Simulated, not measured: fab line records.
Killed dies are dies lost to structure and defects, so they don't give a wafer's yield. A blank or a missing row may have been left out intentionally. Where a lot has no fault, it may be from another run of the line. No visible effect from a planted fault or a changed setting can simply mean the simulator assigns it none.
Matching of chambers + flow n5_finfet + N5_GATE_CUT_ETCH_37 on rie_diel-03 has 4 sister chambers
The step etches SOC in N2/H2, target depth 60 nm, overetch 12 nm, time 90 s. 20 wafers are shown with their chamber, then 10 later ones without.

== WAFERS PAIRED WITH THEIR CHAMBERS ==
| wafer  | chamber | showerhead_plenum_p_Torr (Torr) | throttle_valve_pct (%) | oes_product_au (a.u.) |
|--------|---------|---------------------------------|------------------------|-----------------------|
| L074.1 | 2       | 2.54                            | 17.76                  | 0.67                  |
| L074.2 | 3       | 2.42                            | 17.83                  | 0.68                  |
| L074.3 | 1       | 2.54                            | 17.79                  | 0.66                  |
| L077.1 | 2       | 2.54                            | 17.77                  | 0.67                  |
| L077.3 | 1       | 2.53                            | 17.80                  | 0.66                  |
| L077.5 | 3       | 2.42                            | 17.85                  | 0.68                  |
| L084.1 | 2       | 2.54                            | 17.80                  | 0.66                  |
| L084.5 | 3       | 2.41                            | 17.88                  | 0.66                  |
| L084.6 | 0       | 2.40                            | 17.95                  | 0.62                  |
| L086.1 | 2       | 2.53                            | 17.79                  | 0.65                  |
| L086.3 | 3       | 2.41                            | 17.89                  | 0.66                  |
| L086.4 | 1       | 2.53                            | 17.83                  | 0.65                  |
| L088.2 | 0       | 2.40                            | 17.96                  | 0.62                  |
| L088.3 | 1       | 2.53                            | 17.82                  | 0.65                  |
| L088.5 | 1       | 2.53                            | 17.82                  | 0.65                  |
| L089.1 | 2       | 2.53                            | 17.80                  | 0.65                  |
| L089.2 | 1       | 2.52                            | 17.83                  | 0.65                  |
| L089.3 | 0       | 2.40                            | 17.93                  | 0.62                  |
| L090.1 | 3       | 2.41                            | 17.90                  | 0.66                  |
| L090.5 | 1       | 2.52                            | 17.84                  | 0.64                  |

SIGNATURES (averages over the wafers above)
| reading                  | chamber 0 | chamber 1 | chamber 2 | chamber 3 | scatter within a chamber |
|--------------------------|-----------|-----------|-----------|-----------|--------------------------|
| showerhead_plenum_p_Torr | 2.4000    | 2.5286    | 2.5360    | 2.4140    | 0.00573                  |
| throttle_valve_pct       | 17.9467   | 17.8186   | 17.7840   | 17.8700   | 0.021                    |
| oes_product_au           | 0.6200    | 0.6514    | 0.6600    | 0.6680    | 0.00854                  |
Rule: distance of a wafer from a chamber = root of the sum over the readings of ((wafer's reading minus chamber's mean) / reading's scatter) squared. If the next closest chamber is less than 2 further off than the closest, the wafer can't be placed; otherwise it belongs to the closest. How the scatter is found: for the shown wafers, subtract from each reading the mean of its chamber, square and add these, divide the total by (wafers less chambers), then take the root.

== WAFERS MISSING THEIR CHAMBER ==
| wafer  | showerhead_plenum_p_Torr (Torr) | throttle_valve_pct (%) | oes_product_au (a.u.) |
|--------|---------------------------------|------------------------|-----------------------|
| L090.6 | 2.40                            | 17.95                  | 0.62                  |
| L092.1 | 2.53                            | 17.82                  | 0.65                  |
| L092.2 | 2.40                            | 17.98                  | 0.61                  |
| L092.4 | 2.41                            | 17.90                  | 0.64                  |
| L093.3 | 2.53                            | 17.83                  | 0.64                  |
| L093.5 | 2.40                            | 17.95                  | 0.61                  |
| L093.6 | 2.52                            | 17.84                  | 0.64                  |
| L097.1 | 2.41                            | 17.93                  | 0.65                  |
| L097.2 | 2.52                            | 17.86                  | 0.63                  |
| L097.6 | 2.53                            | 17.84                  | 0.64                  |

== EACH ONE'S CHAMBER ==
| wafer  | from the rows above     | in truth                   |
|--------|-------------------------|----------------------------|
| L090.6 | 0                       | 0                          |
| L092.1 | 1                       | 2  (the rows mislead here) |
| L092.2 | 0                       | 0                          |
| L092.4 | can't be placed: 3 or 0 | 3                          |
| L093.3 | can't be placed: 1 or 2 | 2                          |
| L093.5 | 0                       | 0                          |
| L093.6 | 1                       | 1                          |
| L097.1 | can't be placed: 3 or 0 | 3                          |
| L097.2 | 1                       | 1                          |
| L097.6 | can't be placed: 1 or 2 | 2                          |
Placed correctly: 5 of 10. Can't be placed from these rows: 4 (the true chamber is among the candidates in 4). 1 placed wrongly.
